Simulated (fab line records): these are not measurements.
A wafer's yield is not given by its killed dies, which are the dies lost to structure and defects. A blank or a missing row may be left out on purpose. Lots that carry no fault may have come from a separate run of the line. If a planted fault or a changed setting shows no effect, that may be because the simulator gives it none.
What tool caused it?	flow nand-harc	Sampling: 24 lots, 72 wafers, 5 of 1302 route steps

WHAT THE GAUGES READ, wafer by wafer
NHARC_A_SGD_CUT_INSPECT_11. Usual: 55 for raw-defect-count, sd 30.
lot	measured	on	raw-defect-count	flag
L076	day 19 10:07	defect-inspect-02	110 112 134	
L075	day 19 09:58	defect-inspect-02	66 70 72	
L074	day 19 14:20	defect-inspect-02	63 52 58	
L078	day 21 00:25	defect-inspect-01	115 104 115	
L077	day 21 02:50	defect-inspect-01	19 17 23	
L080	day 21 03:49	defect-inspect-02	50 59 73	
L079	day 21 13:05	defect-inspect-02	70 73 60	
L081	day 22 09:01	defect-inspect-01	62 60 61	
L083	day 22 22:15	defect-inspect-01	76 76 95	
L082	day 22 22:32	defect-inspect-01	65 59 88	
L084	day 23 08:44	defect-inspect-01	45 26 39	
L085	day 23 18:56	defect-inspect-01	66 67 62	
L086	day 24 12:14	defect-inspect-02	50 40 34	
L088	day 24 15:04	defect-inspect-02	74 84 81	
L089	day 24 15:14	defect-inspect-01	40 55 55	
L087	day 24 16:37	defect-inspect-01	13 17 14	
L091	day 25 10:47	defect-inspect-02	69 93 72	
L090	day 25 11:09	defect-inspect-01	15 16 19	
L092	day 26 12:59	defect-inspect-01	15 31 23	
L093	day 26 12:02	defect-inspect-01	68 62 69	
L094	day 27 15:23	defect-inspect-02	72 67 55	
L096	day 28 01:29	defect-inspect-02	28 34 33	
L095	day 28 01:50	defect-inspect-02	22 23 21	
L097	day 29 03:40	defect-inspect-02	9 5 5	

NHARC_A_SLIT_CD_MEAS_21. Usual: 289.3 nm for cd-nm, sd 0.7.
lot	measured	on	cd-nm (nm)	flag
L076	day 20 03:52	cd-sem-01	289.9 290.0 290.0	
L075	day 20 04:58	cd-sem-02	289.2 289.3 288.9	
L074	day 20 09:42	cd-sem-03	288.5 289.1 289.2	
L078	day 22 02:19	cd-sem-01	289.9 288.8 289.8	
L077	day 21 22:29	cd-sem-03	289.8 288.4 288.8	
L080	day 21 22:01	cd-sem-03	288.3 288.5 288.0	
L079	day 22 11:14	cd-sem-02	290.0 289.2 289.5	
L081	day 23 03:09	cd-sem-03	288.6 288.5 289.0	
L083	day 23 19:38	cd-sem-02	289.3 288.9 289.5	
L082	day 23 17:27	cd-sem-02	289.5 289.7 288.5	
L084	day 24 03:40	cd-sem-03	289.6 289.6 289.8	
L085	day 24 13:24	cd-sem-01	289.5 289.2 288.7	
L086	day 25 07:20	cd-sem-02	289.6 288.2 288.5	
L088	day 25 07:04	cd-sem-02	289.6 290.4 290.0	
L089	day 25 10:53	cd-sem-02	290.5 290.8 290.0	
L087	day 25 11:31	cd-sem-03	290.1 290.0 290.6	
L091	day 26 07:40	cd-sem-03	289.0 288.6 288.2	
L090	day 26 07:23	cd-sem-02	289.8 289.3 289.1	
L092	day 27 11:26	cd-sem-01	288.5 289.5 289.0	
L093	day 27 11:57	cd-sem-03	287.8 288.3 288.6	
L094	day 28 12:41	cd-sem-02	288.8 288.2 288.8	
L096	day 28 22:38	cd-sem-01	290.3 290.3 290.3	
L095	day 28 19:43	cd-sem-02	289.4 288.6 289.2	
L097	day 29 21:36	cd-sem-03	289.6 290.0 290.0	

WHICH TOOL RAN EACH LOT (tool, then ch and the chambers of the sampled wafers, then the start)
lot	NHARC_A_STAIRCASE_HM_OPEN_457	NHARC_A_STAIRCASE_ETCH_315	NHARC_A_STAIRCASE_STRIP_446
L076	rie-diel-05 ch 1,2, day 19 06:13 or earlier	rie-diel-05 ch 0,2,3, day 19 06:13 or earlier	plasma-asher-02 ch 0,1, day 19 06:13
L075	rie-diel-07 ch 0,1,2, day 19 06:05 or earlier	rie-diel-05 ch 0,2,3, day 19 06:05 or earlier	plasma-asher-01 ch 0,1, day 19 06:05
L074	rie-diel-07 ch 0,1,2, day 19 10:57 or earlier	rie-diel-05 ch 0,2,3, day 19 10:57 or earlier	plasma-asher-02 ch 0,1, day 19 10:57
L078	rie-diel-07 ch 0,2, day 20 17:21 or earlier	rie-diel-05 ch 0,2,3, day 20 17:21 or earlier	plasma-asher-02 ch 0, day 20 17:21
L077	rie-diel-05 ch 0,1,3, day 20 23:22 or earlier	rie-diel-07 ch 1,2,3, day 20 23:22 or earlier	plasma-asher-01 ch 1, day 20 23:22
L080	rie-diel-05 ch 1,2,3, day 21 00:31 or earlier	rie-diel-13 ch 2,3, day 21 00:31 or earlier	plasma-asher-02 ch 0,1, day 21 00:31
L079	rie-diel-07 ch 0,2,3, day 21 09:42 or earlier	rie-diel-05 ch 0,1,2, day 21 09:42 or earlier	plasma-asher-01 ch 0,1, day 21 09:42
L081	rie-diel-05 ch 0,1,3, day 22 05:29 or earlier	rie-diel-13 ch 0,1,2, day 22 05:29 or earlier	plasma-asher-01 ch 0,1, day 22 05:29
L083	rie-diel-07 ch 1,3, day 22 18:51 or earlier	rie-diel-05 ch 1,2, day 22 18:51 or earlier	plasma-asher-01 ch 0,1, day 22 18:51
L082	rie-diel-05 ch 0,2,3, day 22 19:04 or earlier	rie-diel-05 ch 1,2, day 22 19:04 or earlier	plasma-asher-02 ch 0,1, day 22 19:04
L084	rie-diel-05 ch 1,2,3, day 23 05:18 or earlier	rie-diel-13 ch 1,3, day 23 05:18 or earlier	plasma-asher-01 ch 0,1, day 23 05:18
L085	rie-diel-13 ch 0,1,2, day 23 15:39 or earlier	rie-diel-05 ch 2,3, day 23 15:39 or earlier	plasma-asher-01 ch 0,1, day 23 15:39
L086	rie-diel-07 ch 2,3, day 24 08:12 or earlier	rie-diel-13 ch 0,1,2, day 24 08:12 or earlier	plasma-asher-02 ch 0,1, day 24 08:12
L088	rie-diel-07 ch 0,1,3, day 24 11:33 or earlier	rie-diel-07 ch 1,3, day 24 11:33 or earlier	plasma-asher-02 ch 0,1, day 24 11:33
L089	rie-diel-13 ch 0,2,3, day 24 11:41 or earlier	rie-diel-07 ch 1,3, day 24 11:41 or earlier	plasma-asher-01 ch 0,1, day 24 11:41
L087	rie-diel-07 ch 0,3, day 24 13:16 or earlier	rie-diel-05 ch 2,3, day 24 13:16 or earlier	plasma-asher-01 ch 0,1, day 24 13:16
L091	rie-diel-07 ch 0,1, day 25 07:28 or earlier	rie-diel-13 ch 0,1,2, day 25 07:28 or earlier	plasma-asher-01 ch 0,1, day 25 07:28
L090	rie-diel-07 ch 0,1,3, day 25 07:39 or earlier	rie-diel-13 ch 1,2,3, day 25 07:39 or earlier	plasma-asher-02 ch 0,1, day 25 07:39
L092	rie-diel-05 ch 0,3, day 26 09:26 or earlier	rie-diel-07 ch 0,1,3, day 26 09:26 or earlier	plasma-asher-01 ch 0,1, day 26 09:26
L093	rie-diel-13 ch 0,1,3, day 26 08:33 or earlier	rie-diel-05 ch 0,1,2, day 26 08:33 or earlier	plasma-asher-01 ch 0,1, day 26 08:33
L094	rie-diel-07 ch 0,1,2, day 27 11:51 or earlier	rie-diel-07 ch 0,2,3, day 27 11:51 or earlier	plasma-asher-02 ch 0,1, day 27 11:51
L096	rie-diel-13 ch 2,3, day 27 22:02 or earlier	rie-diel-05 ch 1,2,3, day 27 22:02 or earlier	plasma-asher-02 ch 0,1, day 27 22:02
L095	rie-diel-13 ch 0,2,3, day 27 22:16 or earlier	rie-diel-13 ch 0,1,3, day 27 22:16 or earlier	plasma-asher-02 ch 0,1, day 27 22:16
L097	rie-diel-07 ch 0,1,2, day 29 00:14 or earlier	rie-diel-13 ch 0,1, day 29 00:14 or earlier	plasma-asher-01 ch 1, day 29 00:14
- NHARC_A_STAIRCASE_HM_OPEN_457: chemistry O2/COS.
- NHARC_A_STAIRCASE_ETCH_315: etches the open film in C4F8/O2/Ar, target depth 2500 nm, time 607.1 s.
- NHARC_A_STAIRCASE_STRIP_446: strips in O2.

AS READ BY THE TOOLS THEMSELVES (means over the sampled wafers that have a number; for cases with no such wafer, the mark the record gives instead)
NHARC_A_STAIRCASE_HM_OPEN_457. Usual: drypump-motor-current-A 6.0 A, standard deviation 0.33; oes-product-au 1.001 a.u., standard deviation 0.0079; rf-vpp-V 468 V, standard deviation 3.5; showerhead-plenum-p-Torr 3.14 Torr, standard deviation 0.16; throttle-valve-pct 28.331 %, standard deviation 0.0092.
lot	tool	drypump-motor-current-A (A)	oes-product-au (a.u.)	rf-vpp-V (V)	showerhead-plenum-p-Torr (Torr)	throttle-valve-pct (%)	flag
L076	rie-diel-05	5.4	1.017	471	3.27	28.331	
L075	rie-diel-07	5.9	1.000	464	2.98	28.325	
L074	rie-diel-07	5.9	1.004	464	2.98	28.335	
L078	rie-diel-07	6.1	1.009	464	2.95	28.338	
L077	rie-diel-05	5.7	1.004	469	3.20	28.340	
L080	rie-diel-05	5.4	0.998	469	3.19	28.324	
L079	rie-diel-07	6.0	1.003	466	3.09	28.337	
L081	rie-diel-05	5.7	1.005	468	3.19	28.331	
L083	rie-diel-07	5.9	0.998	466	3.06	28.333	
L082	rie-diel-05	5.7	1.007	469	3.17	28.333	
L084	rie-diel-05	5.4	1.006	469	3.18	28.337	
L085	rie-diel-13	6.4	0.991	468	3.18	28.335	
L086	rie-diel-07	6.1	0.992	469	3.21	28.335	
L088	rie-diel-07	6.0	0.996	469	3.19	28.328	
L089	rie-diel-13	6.3	1.002	466	3.08	28.328	
L087	rie-diel-07	6.1	0.995	471	3.31	28.338	
L091	rie-diel-07	5.8	1.004	467	3.07	28.330	
L090	rie-diel-07	6.0	0.987	469	3.19	28.331	
L092	rie-diel-05	6.0	1.008	468	3.16	28.322	
L093	rie-diel-13	6.3	0.996	465	3.04	28.335	
L094	rie-diel-07	5.9	0.998	467	3.11	28.333	
L096	rie-diel-13	6.2	1.001	469	3.20	28.332	
L095	rie-diel-13	6.3	1.000	466	3.07	28.332	
L097	rie-diel-07	5.9	0.997	466	3.11	28.331	

NHARC_A_STAIRCASE_ETCH_315. Usual: oes-product-au 0.932 a.u., standard deviation 0.0092; rf-vpp-V 1829 V, standard deviation 12.
lot	tool	oes-product-au (a.u.)	rf-vpp-V (V)	flag
L076	rie-diel-05	0.928	1832	
L075	rie-diel-05	0.926	1831	
L074	rie-diel-05	0.929	1832	
L078	rie-diel-05	0.946	1831	
L077	rie-diel-07	0.943	1825	
L080	rie-diel-13	0.932	1823	
L079	rie-diel-05	0.928	1836	
L081	rie-diel-13	0.934	1831	
L083	rie-diel-05	0.933	1839	
L082	rie-diel-05	0.929	1836	
L084	rie-diel-13	0.939	1820	
L085	rie-diel-05	0.933	1827	
L086	rie-diel-13	0.936	1832	
L088	rie-diel-07	0.923	1830	
L089	rie-diel-07	0.925	1819	
L087	rie-diel-05	0.929	1829	
L091	rie-diel-13	0.917	1832	
L090	rie-diel-13	0.941	1829	
L092	rie-diel-07	0.920	1830	
L093	rie-diel-05	0.943	1835	
L094	rie-diel-07	0.934	1836	
L096	rie-diel-05	0.932	1829	
L095	rie-diel-13	0.928	1818	
L097	rie-diel-13	0.922	1819	

NHARC_A_STAIRCASE_STRIP_446. Usual: drypump-motor-current-A 6.03 A, standard deviation 0.22; heater-power-w 353 W, standard deviation 29.
lot	tool	drypump-motor-current-A (A)	heater-power-w (W)	flag
L076	plasma-asher-02	6.16	344	
L075	plasma-asher-01	5.87	365	
L074	plasma-asher-02	6.19	343	
L078	plasma-asher-02	6.06	360	
L077	plasma-asher-01	5.85	389	
L080	plasma-asher-02	6.27	329	
L079	plasma-asher-01	5.86	375	
L081	plasma-asher-01	5.88	377	
L083	plasma-asher-01	5.85	379	
L082	plasma-asher-02	6.17	344	
L084	plasma-asher-01	5.86	384	
L085	plasma-asher-01	5.86	371	
L086	plasma-asher-02	6.27	326	
L088	plasma-asher-02	6.28	323	
L089	plasma-asher-01	5.87	377	
L087	plasma-asher-01	5.85	370	
L091	plasma-asher-01	5.86	369	
L090	plasma-asher-02	6.28	324	
L092	plasma-asher-01	5.87	375	
L093	plasma-asher-01	5.87	373	
L094	plasma-asher-02	6.28	323	
L096	plasma-asher-02	6.26	317	
L095	plasma-asher-02	6.18	336	
L097	plasma-asher-01	5.86	382	

THE ANSWER, worked out from the rows above alone
Rule: a lot is off if the mean of its wafers that have a number lies more than 3 standard deviations from the usual mean. A lot without any number at a reading at which 4 lots or more have one is off too. All remaining lots with rows at the step are treated as sound. First the gauges in route order, then the tools' own readings, where a lot's mean is used as printed above. The first step at which some lot is off is used, and at that step the reading that is off furthest; a lot without a number counts as furthest.
No lot is off on any of the readings shown, so nothing can be concluded from this.

WHAT THE SIMULATOR PUT IN
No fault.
